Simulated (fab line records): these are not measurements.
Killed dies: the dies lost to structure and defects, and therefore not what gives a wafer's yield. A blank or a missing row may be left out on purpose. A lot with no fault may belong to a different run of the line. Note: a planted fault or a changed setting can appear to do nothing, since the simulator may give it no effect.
Matching of chambers	flow n5-finfet	rie-diel-06 running N5_DUMMY_GATE_ETCH_36: 4 sister chambers
The step etches SiARC in CF4, target depth 13 nm. 16 wafers are shown with their chamber, then 8 later ones without.

## WAFERS, EACH WITH ITS CHAMBER
wafer	chamber	showerhead-plenum-p-Torr (Torr)	throttle-valve-pct (%)	oes-product-au (a.u.)
L074.1	0	2.24	15.59	0.78
L074.5	1	2.11	15.69	0.91
L074.6	0	2.24	15.58	0.78
L082.1	0	2.24	15.61	0.76
L082.4	2	2.15	15.56	0.80
L082.5	0	2.24	15.61	0.77
L085.1	3	2.26	15.29	0.89
L085.3	2	2.15	15.60	0.80
L085.6	0	2.23	15.62	0.76
L087.1	3	2.26	15.28	0.87
L087.2	1	2.10	15.76	0.89
L087.5	3	2.26	15.28	0.87
L090.2	1	2.10	15.75	0.87
L090.5	2	2.14	15.58	0.79
L090.6	3	2.26	15.30	0.87
L091.2	2	2.14	15.61	0.79

SIGNATURES (averages over the wafers above)
reading	chamber 0	chamber 1	chamber 2	chamber 3	scatter within a chamber
showerhead-plenum-p-Torr	2.2380	2.1033	2.1450	2.2600	0.00453
throttle-valve-pct	15.6020	15.7333	15.5875	15.2875	0.0218
oes-product-au	0.7700	0.8900	0.7950	0.8750	0.0115
Rule: for each reading, subtract the chamber's mean from the wafer's reading, divide by that reading's scatter and square the result; add these up over the readings and take the root, which gives the wafer's distance from the chamber. If the next closest chamber is less than 2 further off than the closest, the wafer can't be placed; otherwise it belongs to the closest. The scatter: the root of (the sum of the squares of (reading less its chamber's mean) over the shown wafers, divided by (wafers less chambers)).

## WAFERS WHOSE CHAMBER IS MISSING
wafer	showerhead-plenum-p-Torr (Torr)	throttle-valve-pct (%)	oes-product-au (a.u.)
L091.5	2.23	15.64	0.76
L091.6	2.26	15.29	0.87
L094.3	2.23	15.66	0.75
L094.4	2.10	15.78	0.87
L094.5	2.14	15.59	0.77
L095.1	2.10	15.78	0.87
L095.4	2.14	15.61	0.78
L095.6	2.10	15.78	0.87

## WHICH CHAMBER EACH ONE RAN IN
wafer	from the rows above	in truth
L091.5	0	0
L091.6	3	3
L094.3	0	0
L094.4	1	1
L094.5	2	2
L095.1	1	1
L095.4	2	2
L095.6	1	1
Correct placement for 8 of the 8. Left unplaced by these rows: 0. Placed wrongly: 0.
